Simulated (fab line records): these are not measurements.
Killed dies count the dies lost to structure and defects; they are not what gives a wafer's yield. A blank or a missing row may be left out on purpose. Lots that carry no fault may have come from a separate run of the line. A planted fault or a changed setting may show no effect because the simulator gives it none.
Split-lot study	flow n5 finfet	route with 1938 steps; 7 lots, 21 wafers read

THE SPLIT
At N5_BEOL_M0_SAQP_PECVD_04 (deposits a-Si from SiH4/He, target thk 60 nm, time 60.2 s), the setting time s was moved away from the recipe's 60.2 s on 6 of the 21 wafers read, by -14.1% to +14.1%. The other wafers ran this setting at the recipe's value.

FROM THE SPLIT TO THE READING: what the file shows between them, 10 steps
- N5_BEOL_M0_SAQP_THK_MEAS_05
- N5_BEOL_M0_SAQP_COAT_82: time 60 s, resist thk 30 nm (also split here: spin rpm)
- N5_BEOL_M0_SAQP_COAT_08: resist thk 90 nm
- N5_BEOL_M0_SAQP_EBR_10
- N5_BEOL_M0_SAQP_DESCUM_19: chemistry O2, time 7.9 s
- N5_BEOL_M0_SAQP_ETCH_83: etches SiARC in CF4, target depth 39 nm, time 65 s
- N5_BEOL_M0_SAQP_ETCH_84: etches SOC in N2/H2, target depth 100 nm, overetch 20 nm, time 150 s
- N5_BEOL_M0_SAQP_STRIP_80: strips in N2/H2
- N5_BEOL_M0_SAQP_HM_OPEN_112: chemistry CHF3/O2, target SiO2, stops on a-Si, target depth 12 nm, time 13.5 s
- N5_BEOL_M0_SAQP_STRIP_113: strips in CHF3/O2

THE READING
oes product au, in a.u., at N5_BEOL_M0_SAQP_MANDREL_ETCH_20 (etches a-Si in HBr/Cl2, stops on SiNx, target depth 60 nm, bt time 10 s, time 30 s). Typical for fault-free wafers on this fab line: 0.772 a.u., with standard deviation 0.011 a.u.

wafer	tool, chamber at the split	time s as run, s	against the recipe	oes product au, a.u.	against lot-mates on the recipe
L077.3	pecvd-01, 2	60.2	recipe	0.769	-
L077.5	pecvd-01, 0	60.2	recipe	0.776	-
L077.6	pecvd-01, 2	60.2	recipe	0.763	-
L078.1	pecvd-01, 0	60.2	recipe	0.774	-
L078.2	pecvd-01, 2	54.73	-9.1%	0.721	-0.053
L078.6	pecvd-01, 2	54.73	-9.1%	0.731	-0.043
L082.3	pecvd-02, 0	60.2	recipe	0.770	-
L082.4	pecvd-02, 0	60.2	recipe	0.774	-
L082.5	pecvd-02, 1	60.2	recipe	0.764	-
L090.1	pecvd-01, 2	60.2	recipe	0.760	-
L090.3	pecvd-01, 0	51.7	-14.1%	0.707	-0.067
L090.6	pecvd-01, 2	60.2	recipe	0.787	-
L092.1	pecvd-04, 1,0	60.2	recipe	0.791	-
L092.2	pecvd-04, 0	60.2	recipe	0.758	-
L092.6	pecvd-04, 1,0	60.2	recipe	0.776	-
L095.3	pecvd-04, 2	60.2	recipe	0.786	-
L095.5	pecvd-04, 0	68.7	+14.1%	0.839	+0.062
L095.6	pecvd-04, 2	60.2	recipe	0.768	-
L094.3	pecvd-01, 1	68.1	+13.1%	0.825	+0.043
L094.4	pecvd-01, 2	68.1	+13.1%	0.830	+0.048
L094.6	pecvd-01, 1	60.2	recipe	0.782	-
The file does not say which wafer passed through which chamber wherever a row lists several chambers: such a row stands for several wafers.

THE FIT
A straight line over all 21 wafers: oes product au changes by +0.00458 a.u. for each +1% of time s; r = +0.96; the points scatter about the line by 0.0091 a.u.
The same after taking each lot's own level away (the mean of its wafers on the recipe; 21 wafers): +0.00429 a.u. for each +1%; r = +0.95; scatter 0.0092 a.u.
On that fit, the largest move of time s shifts the reading by 0.061 a.u.
Across the lots, their own levels run from 0.7693 to 0.7820 a.u., a range of 1.2 times the standard deviation given above.
So the lot-to-lot level changes the slope little: the two slopes agree.
Check: +0.0573 a.u. against its lot-mates is what the line predicts for one of the wafers moved furthest among these (+14.1%) when that wafer is left out of the fit. It came out at +0.062 a.u. against them.

THE OTHER SPLITS THESE WAFERS WENT THROUGH
Other splits were also applied to these wafers ahead of the reading. Each is held against what the fit with the lots' levels taken away leaves over:
other split on the same wafers	wafers away from the commonest value	r with oes product au (lot level and that fit taken away)
N5_MOL_CONTACT_COAG_STRIP_108 temp c	9	+0.27
N5_BEOL_M0_SAQP_COAT_82 spin rpm	5	+0.02

THE WHOLE CHAIN: every reading that the file lists as answering this split, in the file's order
step	what it does	reading	change (the file's fit)	r (the file's)
N5_BEOL_M0_SAQP_PECVD_04	deposits a-Si from SiH4/He, target thk 60 nm, time 60.2 s	a-Si_of_BEOL_M0_SAQP_PECVD_04.thk nm (the simulator's own value, which no gauge read)	+0.618 nm for each +1% of the setting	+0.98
N5_BEOL_M0_SAQP_THK_MEAS_05		thk nm	withheld for each +1% of the setting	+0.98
N5_BEOL_M0_SAQP_MANDREL_ETCH_20	etches a-Si in HBr/Cl2, stops on SiNx, target depth 60 nm, bt time 10 s, time 30 s	oes product au	+0.00435 a.u. for each +1% of the setting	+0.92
N5_BEOL_M0_SAQP_MANDREL_ETCH_20	etches a-Si in HBr/Cl2, stops on SiNx, target depth 60 nm, bt time 10 s, time 30 s	etch.depth nm (the simulator's own value, which no gauge read)	+0.614 nm for each +1% of the setting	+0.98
N5_BEOL_M0_SAQP_SPACER1_ALD_98	deposits SiO2, target thk 12.8 nm, pulse time 1 s, purge time 2 s	a-Si_of_BEOL_M0_SAQP_PECVD_04.thk nm (the simulator's own value, which no gauge read)	+0.614 nm for each +1% of the setting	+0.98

FILE'S OWN FIT
oes product au changes by +0.00435 a.u. for each +1% of time s, r = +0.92.
